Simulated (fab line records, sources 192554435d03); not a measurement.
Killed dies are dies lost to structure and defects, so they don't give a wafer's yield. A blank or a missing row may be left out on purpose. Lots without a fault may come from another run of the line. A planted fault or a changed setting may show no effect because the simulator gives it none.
fab line records | flow n5_finfet | part 2 of 2: steps 28 to 33 of 33
record lots=5 wafers=15 last_day=20
route steps=1938 shown STI_FIN_REVEAL@207 DUMMY_GATE@212
lots that met no fault: from a run of the same line without faults
start_h: hours from the record's first day to the start of the lot's first wafer shown | wait_h: hours since the lot's step before | " the same as in the row above | L1.1+2: a row that stands for several wafers | - no value, or no start given | * or withheld: withheld | < > ~ a bound
route shown NAME@n: a module of which the file shows steps, and the number in the route of the first | usual: mean/standard deviation of fault-free wafers | same: alike in all rows | chamber/n: place in a boat | sites: the reading at each site | _std_site: their standard deviation | _edge_site: outer sites' mean less inner sites' | radius_mm: how far each site lies from the wafer's centre | mask NAME#n: copy n | behind: the tool/chamber that last shaped the wafer | hold: why the lot was held/for how many hours/how that ended | device: the transistor (n, p or np) that didn't switch | end of line: the same wafers' tests at the end of the route | a step without rows: its recipe alone | killed: dies lost to structure and defects at the first sort, not the wafer's yield | map: a wafer's dies, x killed, . not, _ none there
set.NAME: the setting as run; set.NAME@STEP: as run at that earlier step | model.NAME: the simulator's own value behind a step, which no gauge read
lots at some steps of the route; a table a step, a row a wafer
services: from which hour (start_h, from the record's first day; less than 0 if before it) a tool's chamber was out of use, for how many hours, and why
## steps
# step N5_DUMMY_GATE_DESCUM_20
# recipe chemistry=O2 time_s=6.2 source_power_w=50 bias_power_w=20 pressure_mtorr=20 rf_frequency_hz=2.712e+07 temp_c=40 resist=CAR-EUV o2_flow_sccm=225
# usual drypump_motor_current_A=5.8/0.38 oes_product_au=0.80/0.096 rf_vpp_V=243.2/1.2 showerhead_plenum_p_Torr=2.09/0.066 temp_c=40.00/0.12 throttle_valve_pct=20.43/0.19
# columns lot.wafer tool chamber start_h wait_h drypump_motor_current_A oes_product_au rf_hours_counter_h rf_vpp_V showerhead_plenum_p_Torr temp_c throttle_valve_pct
L075.1 rie_diel-01 0 51.34 0.1 5.4 0.70 225 242.0 2.07 39.89 20.72
L075.3 " 2 " " 5.7 0.89 30 243.3 2.14 39.97 20.58
L075.6 " 0 " " 5.4 0.70 - 243.7 2.07 39.70 20.72
L076.1 rie_diel-06 1 57.68 0.1 6.2 0.68 231 243.6 2.06 40.05 20.78
L076.2 " 3 " " 5.8 0.71 196 242.0 1.99 39.93 20.22
L076.3 " 0 " " 6.5 0.80 108 244.5 2.20 40.25 20.36
L081.3 rie_diel-03 2 88.71 0.0 5.8 0.89 24 243.5 2.13 40.03 20.31
L081.5 " 1 " " 5.2 0.72 - 244.7 2.16 40.22 20.18
L081.6 " 0 " " 6.0 0.95 - 241.9 2.07 39.84 20.56
L085.3 rie_diel-03 2 115.10 0.2 5.9 0.87 32 245.5 2.13 40.09 20.31
L085.4 " 3 " " 6.2 0.85 74 242.7 2.03 39.73 20.16
L085.5 " 1 " " 5.2 0.72 - 244.0 2.16 40.25 20.22
L088.1 rie_diel-03 2 130.73 0.0 5.9 0.87 37 243.9 2.13 39.95 20.33
L088.3 " 3 " " 6.2 0.84 79 242.6 2.02 39.75 20.17
L088.4 " 2 " " 5.9 0.87 - 244.5 2.13 40.04 20.33
# step N5_DUMMY_GATE_ETCH_29
# recipe chemistry=N2/H2 target=underlayer target_depth_a=130 ion_energy_ev=200 pressure_mtorr=30 source_w=840 bias_w=150 n2_flow_sccm=200 h2_flow_sccm=200
# usual drypump_motor_current_A=5.8/0.38 h2_flow_sccm=199.9/0.59 n2_flow_sccm=200.0/0.61 oes_product_au=0.80/0.097 rf_vpp_V=523.7/2.3 showerhead_plenum_p_Torr=2.54/0.078 throttle_valve_pct=17.89/0.2
# columns lot.wafer tool chamber start_h wait_h drypump_motor_current_A h2_flow_sccm n2_flow_sccm oes_product_au rf_hours_counter_h rf_vpp_V showerhead_plenum_p_Torr throttle_valve_pct
L075.1 rie_diel-01 0 51.41 0.0 5.4 199.8 199.3 0.70 225 521.5 2.51 18.16
L075.3 " 2 " " 5.7 200.4 199.9 0.88 30 523.4 2.60 18.04
L075.6 " 0 " " 5.4 199.8 200.0 0.69 - 522.4 2.51 18.18
L076.1 rie_diel-06 1 57.74 0.0 6.3 200.2 200.6 0.68 231 523.1 2.51 18.27
L076.2 " 3 " " 5.8 199.5 199.6 0.71 196 519.1 2.42 17.74
L076.3 " 0 " " 6.5 199.5 200.3 0.80 108 526.2 2.67 17.84
L081.3 rie_diel-03 2 88.77 0.0 5.9 200.0 199.2 0.89 24 525.5 2.60 17.83
L081.5 " 1 " " 5.2 199.6 200.8 0.72 - 527.0 2.63 17.72
L081.6 " 0 " " 6.0 201.0 200.2 0.93 - 522.8 2.50 17.89
L085.3 rie_diel-03 2 115.17 0.0 5.9 200.5 200.9 0.87 32 525.2 2.60 17.83
L085.4 " 3 " " 6.2 199.9 200.8 0.85 74 522.3 2.47 17.58
L085.5 " 1 " " 5.2 200.7 199.1 0.71 - 526.7 2.63 17.73
L088.1 rie_diel-03 2 130.80 0.0 5.9 201.1 200.2 0.87 37 526.2 2.60 17.83
L088.3 " 3 " " 6.2 199.1 199.4 0.83 79 520.8 2.46 17.58
L088.4 " 2 " " 5.9 200.4 200.4 0.87 - 524.7 2.60 17.84
# step N5_DUMMY_GATE_ETCH_36
# recipe chemistry=CF4 target=SiARC target_depth_a=130 pressure_mtorr=40 source_w=545 bias_w=36 Ar_flow_sccm=100 cf4_flow_sccm=100 ion_energy_ev=80
# usual drypump_motor_current_A=5.8/0.38 oes_product_au=0.80/0.097 rf_vpp_V=184.0/1.2 showerhead_plenum_p_Torr=2.14/0.063 throttle_valve_pct=15.61/0.19
# columns lot.wafer tool chamber start_h wait_h drypump_motor_current_A oes_product_au rf_hours_counter_h rf_vpp_V showerhead_plenum_p_Torr throttle_valve_pct
L075.1 rie_diel-01 0 51.45 0.0 5.4 0.70 225 183.6 2.12 15.95
L075.3 " 2 " " 5.7 0.87 30 186.2 2.19 15.70
L075.6 " 0 " " 5.4 0.69 - 183.7 2.12 15.95
L076.1 rie_diel-06 1 57.78 0.0 6.3 0.68 231 184.2 2.12 16.03
L076.2 " 3 " " 5.8 0.71 196 182.5 2.04 15.45
L076.3 " 0 " " 6.5 0.81 108 186.7 2.24 15.51
L081.3 rie_diel-03 2 88.81 0.0 5.9 0.89 24 183.7 2.19 15.47
L081.5 " 1 " " 5.2 0.72 - 186.2 2.21 15.45
L081.6 " 0 " " 6.0 0.93 - 184.4 2.11 15.60
L085.3 rie_diel-03 2 115.21 0.0 5.9 0.88 32 185.8 2.19 15.49
L085.4 " 3 " " 6.1 0.83 74 182.5 2.08 15.38
L085.5 " 1 " " 5.2 0.71 - 183.8 2.21 15.49
L088.1 rie_diel-03 2 130.84 0.0 5.8 0.86 37 183.5 2.18 15.49
L088.3 " 3 " " 6.1 0.83 79 183.6 2.08 15.38
L088.4 " 2 " " 5.8 0.87 - 185.4 2.18 15.51
# step N5_DUMMY_GATE_ETCH_37
# recipe chemistry=N2/H2 target=SOC target_depth_a=600 overetch_a=300 temp_c=40 ion_energy_ev=200 pressure_mtorr=30 source_w=840 bias_w=150 n2_flow_sccm=200 h2_flow_sccm=200
# usual drypump_motor_current_A=5.8/0.38 h2_flow_sccm=200.1/0.57 n2_flow_sccm=200.0/0.54 oes_product_au=0.64/0.073 rf_vpp_V=523.8/2.4 showerhead_plenum_p_Torr=2.54/0.078 temp_c=40.00/0.12 throttle_valve_pct=17.82/0.2
# columns lot.wafer tool chamber start_h wait_h drypump_motor_current_A h2_flow_sccm n2_flow_sccm oes_product_au rf_hours_counter_h rf_vpp_V showerhead_plenum_p_Torr temp_c throttle_valve_pct
L075.1 rie_diel-01 0 51.49 0.0 5.4 200.9 199.2 0.55 225 522.4 2.51 40.08 18.10
L075.3 " 2 " " 5.7 200.0 200.0 0.69 30 526.2 2.60 39.80 17.97
L075.6 " 0 " " 5.4 200.3 199.8 0.56 - 524.2 2.51 40.02 18.11
L076.1 rie_diel-06 1 57.82 0.0 6.3 199.0 199.9 0.54 231 522.7 2.51 40.10 18.19
L076.2 " 3 " " 5.8 199.4 199.3 0.57 196 520.1 2.42 40.00 17.67
L076.3 " 0 " " 6.5 199.5 200.1 0.64 108 526.9 2.67 40.25 17.79
L081.3 rie_diel-03 2 88.85 0.0 5.9 199.4 200.4 0.70 24 524.0 2.60 39.90 17.75
L081.5 " 1 " " 5.2 200.6 200.0 0.57 - 527.0 2.63 39.94 17.64
L081.6 " 0 " " 6.0 200.6 199.9 0.74 - 522.1 2.50 39.92 17.82
L085.3 rie_diel-03 2 115.25 0.0 5.9 199.6 200.4 0.69 32 525.6 2.60 40.23 17.77
L085.4 " 3 " " 6.1 199.9 201.0 0.65 74 522.0 2.47 40.11 17.52
L085.5 " 1 " " 5.2 199.3 199.8 0.57 - 526.1 2.63 40.02 17.67
L088.1 rie_diel-03 2 130.88 0.0 5.9 200.6 199.4 0.69 37 524.7 2.60 39.87 17.77
L088.3 " 3 " " 6.2 200.7 199.6 0.66 79 522.0 2.46 40.00 17.52
L088.4 " 2 " " 5.9 201.0 200.3 0.68 - 523.7 2.60 39.96 17.78
# step N5_DUMMY_GATE_STRIP_38
# recipe chemistry=N2/H2 temp_c=40 n2_flow_sccm=200 h2_flow_sccm=200 rf_frequency_hz=6e+07
# columns lot.wafer tool chamber start_h wait_h
L075.1+3+6 rie_diel-01 0,2,0 51.53 0.0
L076.1+2+3 rie_diel-06 1,3,0 57.86 0.0
L081.3+5+6 rie_diel-03 2,1,0 88.89 0.0
L085.3+4+5 rie_diel-03 2,3,1 115.29 0.0
L088.1+3+4 rie_diel-03 2,3,2 130.92 0.0
# step N5_DUMMY_GATE_STRIP_39
# recipe chemistry=N2/H2 temp_c=40 n2_flow_sccm=200 h2_flow_sccm=200 rf_frequency_hz=6e+07
# columns lot.wafer tool chamber start_h wait_h
L075.1+3+6 rie_diel-01 0,2,0 51.54 0.0
L076.1+2+3 rie_diel-06 1,3,0 57.87 0.0
L081.3+5+6 rie_diel-03 2,1,0 88.90 0.0
L085.3+4+5 rie_diel-03 2,3,1 115.30 0.0
L088.1+3+4 rie_diel-03 2,3,2 130.93 0.0
## services
# columns tool chamber start_h hours kind
rie_diel-06 - 25.45 0.3 repair
euv_scanner-01 - 27.76 1.0 pm
euv_scanner-02 - 28.77 1.0 pm
pecvd-02 - 31.44 0.4 repair
euv_scanner-01 - 37.08 5.8 pm
rie_diel-01 1 48.99 5.8 repair
euv_scanner-01 - 58.92 12.0 pm
pecvd-01 0 59.15 15.6 repair
cmp-04 - 66.87 3.8 pm
cmp-01 - 69.52 5.3 pm
ald_sin-02 - 70.72 0.3 repair
euv_scanner-01 - 70.92 4.6 pm
cmp-01 - 74.85 1.1 repair
rie_diel-03 - 82.64 0.7 repair
euv_scanner-01 - 83.91 1.0 pm
euv_scanner-02 - 84.92 1.0 pm
cmp-01 - 84.98 1.5 repair
cmp-01 - 87.00 1.8 repair
rie_diel-03 3 106.94 1.8 repair
cmp-01 - 115.21 8.2 repair
cmp-04 - 116.21 6.9 pm
euv_scanner-02 - 119.14 4.6 pm
rie_diel-03 0 125.34 6.0 repair
cmp-01 - 130.49 4.0 pm
